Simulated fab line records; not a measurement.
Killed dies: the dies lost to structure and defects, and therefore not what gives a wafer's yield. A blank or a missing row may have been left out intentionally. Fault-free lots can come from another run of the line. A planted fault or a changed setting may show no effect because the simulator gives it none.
Matching of chambers :: flow nand harc :: NHARC_A_M0_PRE_CLEAN_31 on pecvd-03: 3 sister chambers
The step time 12 s. 3 wafers are shown with their chamber, then 7 later ones without.

EACH WAFER AND ITS CHAMBER
wafer: L081.5
chamber: 1
susceptor temp C (C): 369.95

wafer: L087.2
chamber: 2
susceptor temp C (C): 370.24

wafer: L087.3
chamber: 0
susceptor temp C (C): 370.32

WAFERS MISSING THEIR CHAMBER
wafer: L087.5
susceptor temp C (C): 370.18

wafer: L085.2
susceptor temp C (C): 369.87

wafer: L085.3
susceptor temp C (C): 370.27

wafer: L085.5
susceptor temp C (C): 370.03

wafer: L089.2
susceptor temp C (C): 369.91

wafer: L089.3
susceptor temp C (C): 369.86

wafer: L089.4
susceptor temp C (C): 370.13

EACH ONE'S CHAMBER
wafer: L087.5
from the rows above: can't be placed: 2 or 0
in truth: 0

wafer: L085.2
from the rows above: 1
in truth: 1

wafer: L085.3
from the rows above: can't be placed: 2 or 0
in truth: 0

wafer: L085.5
from the rows above: can't be placed: 1 or 2
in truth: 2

wafer: L089.2
from the rows above: 1
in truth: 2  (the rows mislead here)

wafer: L089.3
from the rows above: 1
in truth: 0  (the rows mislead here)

wafer: L089.4
from the rows above: can't be placed: 2 or 1 or 0
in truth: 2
Correct placement for 1 of the 7. Unplaceable from these rows: 4, with the true chamber sitting among the candidates in 4. Placed wrongly: 2.
How it was worked out, from the rows above alone: a wafer's distance from a chamber is the root of the sum, over the readings, of the square of ((its reading less the chamber's mean) divided by the reading's scatter). The wafer belongs to the nearest chamber; if the next one is less than 2 further off, it can't be placed. Each chamber's mean is taken over the wafers shown for it. The scatter (one wafer shown for each chamber): square how far every hidden wafer sits from the nearest shown wafer, average those squares and take the square root.
